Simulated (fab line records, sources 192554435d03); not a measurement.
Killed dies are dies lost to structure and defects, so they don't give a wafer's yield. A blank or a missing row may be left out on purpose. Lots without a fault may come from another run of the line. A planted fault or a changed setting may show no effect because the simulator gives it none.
Split-lot experiment | flow n5_finfet | 7 lots, 21 wafers read, on a route of 1938 steps

THE SPLIT
At N5_BEOL_M10_COAT_63 (time 60 s, resist thk 100 nm), the setting spin_rpm was moved away from the recipe's 1500 rpm on 3 of the 21 wafers read, by -2.9% to +5.5%. The other wafers ran this setting at the recipe's value.

FROM THE SPLIT TO THE READING: what the file shows between them, 6 steps
- N5_BEOL_M10_COAT_64: time 60 s, resist thk 30 nm
- N5_BEOL_M10_COAT_22: resist thk 90 nm
- N5_BEOL_M10_DESCUM_33: chemistry O2, time 7.9 s
- N5_BEOL_M10_ETCH_65: etches SiARC in CF4, target depth 39 nm, time 65 s
- N5_BEOL_M10_ETCH_66: etches SOC in N2/H2, target depth 120 nm, overetch 24 nm, time 180 s
- N5_BEOL_M10_STRIP_69: strips in N2/H2

THE READING
SOC_of_BEOL_M10_COAT_63.thk_nm (the simulator's own value, which no gauge read), in nm, at N5_BEOL_M10_VIA_ETCH_34 (etches SiCOH lowk in C4F6/O2, target depth 184.5 nm, time 69.2 s). The file gives no usual value for it. The 18 wafers here that ran the recipe average 92.0 nm, standard deviation 0.27 nm.

wafer  | tool, chamber at the split | spin_rpm as run, rpm | against the recipe | SOC_of_BEOL_M10_COAT_63.thk_nm, nm | against lot-mates on the recipe
L078.1 | litho_track-04, 0          | 1500                 | recipe             | 92.2                               | -
L078.3 | litho_track-04, 0          | 1500                 | recipe             | 91.8                               | -
L078.4 | litho_track-04, 0          | 1456                 | -2.9%              | 93.6                               | +1.6
L081.1 | litho_track-03, 0          | 1500                 | recipe             | 92                                 | -
L081.2 | litho_track-03, 0          | 1500                 | recipe             | 92                                 | -
L081.6 | litho_track-03, 0          | 1500                 | recipe             | 92                                 | -
L083.1 | litho_track-04, 0          | 1500                 | recipe             | 92.2                               | -
L083.2 | litho_track-04, 0          | 1500                 | recipe             | 92                                 | -
L083.6 | litho_track-04, 0          | 1500                 | recipe             | 91.8                               | -
L084.1 | litho_track-04, 0          | 1500                 | recipe             | 92.2                               | -
L084.5 | litho_track-04, 0          | 1500                 | recipe             | 91.8                               | -
L084.6 | litho_track-04, 0          | 1500                 | recipe             | 91.8                               | -
L086.2 | litho_track-04, 0          | 1582                 | +5.5%              | 89.8                               | -2.4
L086.4 | litho_track-04, 0          | 1500                 | recipe             | 92.2                               | -
L086.6 | litho_track-04, 0          | 1582                 | +5.5%              | 89                                 | -3.2
L087.1 | litho_track-03, 0          | 1500                 | recipe             | 91.6                               | -
L087.3 | litho_track-03, 0          | 1500                 | recipe             | 91.8                               | -
L087.5 | litho_track-03, 0          | 1500                 | recipe             | 91.4                               | -
L091.1 | litho_track-02, 0          | 1500                 | recipe             | 91.8                               | -
L091.2 | litho_track-02, 0          | 1500                 | recipe             | 92.2                               | -
L091.5 | litho_track-02, 0          | 1500                 | recipe             | 92.6                               | -

THE FIT
A straight line over all 21 wafers: SOC_of_BEOL_M10_COAT_63.thk_nm changes by -0.483 nm for each +1% of spin_rpm; r = -0.95; the points scatter about the line by 0.3 nm.
The same after taking each lot's own level away (the mean of its wafers on the recipe; 21 wafers): -0.517 nm for each +1%; r = -0.97; scatter 0.23 nm.
On that fit, the largest move of spin_rpm shifts the reading by 2.8 nm.
The lots' own levels span 91.60 to 92.20 nm, that is 2.2 times the standard deviation above.
So the lot-to-lot level changes the slope little: the two slopes agree.
Check: with one of the wafers moved furthest among these (+5.5%) left out of the fit, the line predicts -3.16 nm for it against its lot-mates. It came out at -2.4 nm against them.

OTHER SPLITS ON THESE WAFERS
These wafers also went through other splits before the reading. Each is held against what the fit with the lots' levels taken away leaves over:
other split on the same wafers | wafers away from the commonest value | r with SOC_of_BEOL_M10_COAT_63.thk_nm (lot level and that fit taken away)
N5_BEOL_M7_EXPOSE_08 dose_mj   | 5                                    | -0.45
N5_BEOL_M9_COAT_22 spin_rpm    | 4                                    | +0.28
N5_BEOL_M9_EXPOSE_25 dose_mj   | 6                                    | +0.28
N5_BEOL_M10_ETCH_62 time_s     | 7                                    | +0.00

THE WHOLE CHAIN: every reading that the file lists as answering this split, in the file's order
step                    | what it does                                                         | reading                                                                         | change (the file's fit)               | r (the file's)
N5_BEOL_M10_COAT_63     | time 60 s, resist thk 100 nm                                         | SOC_of_BEOL_M10_COAT_63.thk_nm (the simulator's own value, which no gauge read) | -0.463 nm for each +1% of the setting | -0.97
N5_BEOL_M10_ETCH_66     | etches SOC in N2/H2, target depth 120 nm, overetch 24 nm, time 180 s | etch.depth_nm (the simulator's own value, which no gauge read)                  | -0.462 nm for each +1% of the setting | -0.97
N5_BEOL_M10_VIA_ETCH_34 | etches SiCOH lowk in C4F6/O2, target depth 184.5 nm, time 69.2 s     | SOC_of_BEOL_M10_COAT_63.thk_nm (the simulator's own value, which no gauge read) | -0.52 nm for each +1% of the setting  | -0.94

THE FILE'S OWN FIT
SOC_of_BEOL_M10_COAT_63.thk_nm changes by -0.52 nm for each +1% of spin_rpm, r = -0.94.
